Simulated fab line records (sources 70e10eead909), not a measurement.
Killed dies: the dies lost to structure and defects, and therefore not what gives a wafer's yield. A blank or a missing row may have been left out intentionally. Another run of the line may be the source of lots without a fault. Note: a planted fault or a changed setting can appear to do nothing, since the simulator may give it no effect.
The tool behind it: which one?	flow nandHarc	Sampling: 11 lots, 33 wafers, 8 of 1302 route steps

== WHAT THE GAUGES SHOWED, per wafer ==
NHARC_P_ZERO_WELL_CD_MEAS_52 targets a cd of 2000 nm. Usual: cdNm 1999.5 nm, standard deviation 1.7.
lot	measured	on	cdNm (nm)	flag
L954	day 3 07:53	cdSem-03	2000.3 2001.7 2000.6	
L955	day 3 18:44	cdSem-02	1999.8 2000.9 2001.5	
L957	day 4 14:07	cdSem-03	2001.6 2002.1 1999.8	
L958	day 5 03:52	cdSem-03	2000.8 1999.4 1999.6	
L961	day 6 05:56	cdSem-03	1999.0 1998.8 2000.7	
L963	day 7 02:10	cdSem-03	1999.3 1998.6 2000.2	
L965	day 7 21:43	cdSem-02	1997.9 1998.7 2000.0	
L966	day 8 07:55	cdSem-03	1998.1 1997.5 1997.2	
L971	day 10 09:39	cdSem-01	2001.2 1997.6 1996.7	
L972	day 10 20:13	cdSem-03	1997.5 1999.4 1996.2	
L974	day 11 15:46	cdSem-03	2001.7 2001.9 1995.9	

NHARC_P_STI_INSPECT_25. Usual: rawDefectCount 212, standard deviation 77.
lot	measured	on	rawDefectCount	flag
L954	day 5 05:41	defectInspect-01	135 175 149	
L955	day 5 20:52	defectInspect-01	212 312 303	
L957	day 6 21:35	defectInspect-01	198 292 173	
L958	day 7 04:23	defectInspect-01	308 146 229	
L961	day 8 04:08	defectInspect-02	184 167 110	
L963	day 8 23:38	defectInspect-01	165 267 240	
L965	day 10 03:40	defectInspect-02	317 491 262	
L966	day 10 03:41	defectInspect-02	249 158 191	
L971	day 12 12:41	defectInspect-02	535 769 598	OFF
L972	day 12 16:19	defectInspect-01	537 593 655	OFF
L974	day 13 17:18	defectInspect-02	155 269 156	

NHARC_P_GATE_INSPECT_28. Usual: rawDefectCount 5.7, standard deviation 2.6.
lot	measured	on	rawDefectCount	flag
L954	day 6 04:46	defectInspect-02	4 5 7	
L955	day 6 23:26	defectInspect-01	2 6 11	
L957	day 7 21:37	defectInspect-01	5 3 6	
L958	day 8 02:59	defectInspect-02	8 9 10	
L961	day 9 04:46	defectInspect-01	4 5 3	
L963	day 9 19:51	defectInspect-02	2 5 4	
L965	day 11 04:16	defectInspect-02	3 8 3	
L966	day 11 02:35	defectInspect-02	10 6 7	
L971	day 13 16:45	defectInspect-02	384 384 397	OFF
L972	day 13 19:07	defectInspect-01	366 347 409	OFF
L974	day 14 18:34	defectInspect-02	6 7 6	

NHARC_P_GATE_INSPECT_68. Usual: rawDefectCount 195, standard deviation 70.
lot	measured	on	rawDefectCount	flag
L954	day 6 23:12	defectInspect-01	165 175 169	
L955	day 8 00:10	defectInspect-01	180 206 268	
L957	day 8 16:18	defectInspect-02	243 310 179	
L958	day 9 03:52	defectInspect-02	262 155 129	
L961	day 9 23:20	defectInspect-02	93 140 104	
L963	day 10 14:12	defectInspect-02	157 261 252	
L965	day 11 22:46	defectInspect-01	271 305 201	
L966	day 11 20:43	defectInspect-01	211 120 178	
L971	day 14 11:06	defectInspect-02	592 758 592	OFF
L972	day 14 13:33	defectInspect-01	487 550 604	OFF
L974	day 15 13:19	defectInspect-01	136 241 141	

NHARC_END_SORT_01. Usual: killedAtArray 53, standard deviation 18; killedAtOther 0.8, standard deviation 1.1; killedAtPeriphery 4.1, standard deviation 2.7; killedDies 58, standard deviation 18; killedOpen 3.1, standard deviation 1.7; killedShort 2.7, standard deviation 1.7.
lot	measured	on	killedAtArray	killedAtOther	killedAtPeriphery	killedDies	killedOpen	killedShort	flag
L971	day 33 02:47	prober-01	35 65 60	0 1 0	50 34 82	85 100 142	0 2 3	1 3 1	OFF
L972	day 33 02:50	prober-02	47 30 43	3 2 3	80 53 82	130 85 128	2 5 2	1 4 3	OFF

== TOOL THAT RAN EACH LOT (tool first, then ch and the chambers of the sampled wafers, then the start) ==
lot	NHARC_P_STI_DESCUM_14	NHARC_P_STI_CMP_21	NHARC_P_STI_STRIP_24
L954	rieDiel-01 ch 1,3, day 4 03:05	cmp-01 ch 0,2,3, day 4 21:11	wetBench-09 ch 0,2,5, day 4 21:30
L955	rieDiel-01 ch 0,1,3, day 4 13:49	cmp-04 ch 1,2,3, day 5 10:32	wetBench-04 ch 4,6,7, day 5 10:53
L957	rieDiel-01 ch 1,2,3, day 5 12:12	cmp-01 ch 0,2,3, day 6 10:27	wetBench-02 ch 0,4,5, day 6 10:47
L958	rieDiel-07 ch 1,2,3, day 5 20:19	cmp-04 ch 0,2,3, day 6 17:16	wetBench-04 ch 4,5,7, day 6 17:37
L961	rieDiel-07 ch 0,1,3, day 7 01:15	cmp-01 ch 0,2, day 7 19:41	wetBench-09 ch 2,6,7, day 7 20:00
L963	rieDiel-08 ch 1,2,3, day 7 19:58	cmp-04 ch 0,1,3, day 8 15:10	wetBench-04 ch 2,5,7, day 8 15:27
L965	rieDiel-08 ch 0,2, day 8 18:21	cmp-01 ch 0,3, day 9 18:36	wetBench-09 ch 5,6,7, day 9 18:57
L966	rieDiel-07 ch 0,1,3, day 9 00:48	cmp-03 ch 1,2, day 9 18:39	wetBench-02 ch 1,2,5, day 9 18:59
L971	rieDiel-01 ch 0,1,3, day 11 05:34	cmp-04 ch 0,1,3, day 12 03:52	wetBench-04 ch 1,3,4, day 12 04:13
L972	rieDiel-07 ch 0,1,3, day 11 14:09	cmp-03 ch 1,2,3, day 12 08:26	wetBench-04 ch 3,4,7, day 12 08:46
L974	rieDiel-01 ch 0,3, day 12 10:42	cmp-03 ch 0,2, day 13 07:41	wetBench-02 ch 1,5,7, day 13 08:01
- NHARC_P_STI_DESCUM_14: chemistry O2, time 3 s.
- NHARC_P_STI_CMP_21: polishes, t overpolish 20 s, target thk 380.67 nm.
- NHARC_P_STI_STRIP_24: strips Si3N4 in H3PO4.

== AS READ BY THE TOOLS THEMSELVES (means over the sampled wafers that have a number; for cases with no such wafer, the mark the record gives instead) ==
NHARC_P_STI_DESCUM_14. Usual: drypumpMotorCurrentA 5.8 A, standard deviation 0.53; oesProductAu 1.002 a.u., standard deviation 0.011; rfVppV 58.0 V, standard deviation 0.97; showerheadPlenumPTorr 1.93 Torr, standard deviation 0.099; throttleValvePct 11.311 %, standard deviation 0.009.
lot	tool	drypumpMotorCurrentA (A)	oesProductAu (a.u.)	rfVppV (V)	showerheadPlenumPTorr (Torr)	throttleValvePct (%)	flag
L954	rieDiel-01	6.4	1.013	57.8	2.01	11.321	
L955	rieDiel-01	6.1	1.006	58.1	1.94	11.316	
L957	rieDiel-01	5.9	0.999	57.7	1.95	11.313	
L958	rieDiel-07	5.8	0.995	58.1	1.93	11.302	
L961	rieDiel-07	5.7	0.997	57.8	1.89	11.306	
L963	rieDiel-08	5.8	1.003	57.9	1.91	11.320	
L965	rieDiel-08	6.0	0.999	58.4	1.98	11.308	
L966	rieDiel-07	5.7	0.989	58.5	1.89	11.318	
L971	rieDiel-01	6.1	1.006	58.3	1.94	11.316	
L972	rieDiel-07	5.7	1.003	57.8	1.88	11.310	
L974	rieDiel-01	6.1	1.009	58.1	1.89	11.314	

NHARC_P_STI_CMP_21. Usual: edgeZonePressureFrac 1.001, standard deviation 0.005; motorCurrentA 11.4 A, standard deviation 1; overpolishRunS 20.000 s, standard deviation 0.0096.
lot	tool	edgeZonePressureFrac	motorCurrentA (A)	overpolishRunS (s)	flag
L954	cmp-01	0.997	11.1	19.988	
L955	cmp-04	0.997	11.7	20.006	
L957	cmp-01	1.001	10.8	19.989	
L958	cmp-04	1.004	11.5	19.992	
L961	cmp-01	0.998	10.6	19.996	
L963	cmp-04	1.001	11.8	19.999	
L965	cmp-01	0.995	10.4	20.007	
L966	cmp-03	1.002	10.3	19.991	
L971	cmp-04	1.004	11.8	20.007	
L972	cmp-03	1.003	10.7	20.005	
L974	cmp-03	1.002	11.7	19.996	

== THE ANSWER, worked out from the rows above alone ==
Rule: take the mean of a lot's wafers that have a number; if it is more than 3 standard deviations from the usual mean, the lot is off. Also off: a lot with no number at a reading for which 4 or more lots have one. All remaining lots with rows at the step are treated as sound. The gauges are gone through in route order, then the tools' own readings, and for those a lot's mean is taken as printed above. At the first step where some lot is off, the reading lying furthest off is the one used; lots without a number count as furthest.
Off at NHARC_P_STI_INSPECT_25 (rawDefectCount): L971, L972.
A tool fits if, at a process step before that reading, it ran every lot that is off, and no sound lot after the first of them. The gauges at NHARC_P_STI_INSPECT_25 aren't tried: what is off there is off at NHARC_END_SORT_01 too, on other tools, and a gauge's error can't cause that. One candidate fits, namely wetBench-04 at NHARC_P_STI_STRIP_24. A fault onset in the window from L963 (day 8 15:27, its last sound lot) to L971 (day 12 04:13, its first lot off) fits.

== WHAT HAD BEEN PUT IN BY THE SIMULATOR ==
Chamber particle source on wetBench-04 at NHARC_P_STI_STRIP_24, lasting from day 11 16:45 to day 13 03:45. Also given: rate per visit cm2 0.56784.
Struck lots among those shown: L971, L972. The rule given above showed the same thing.
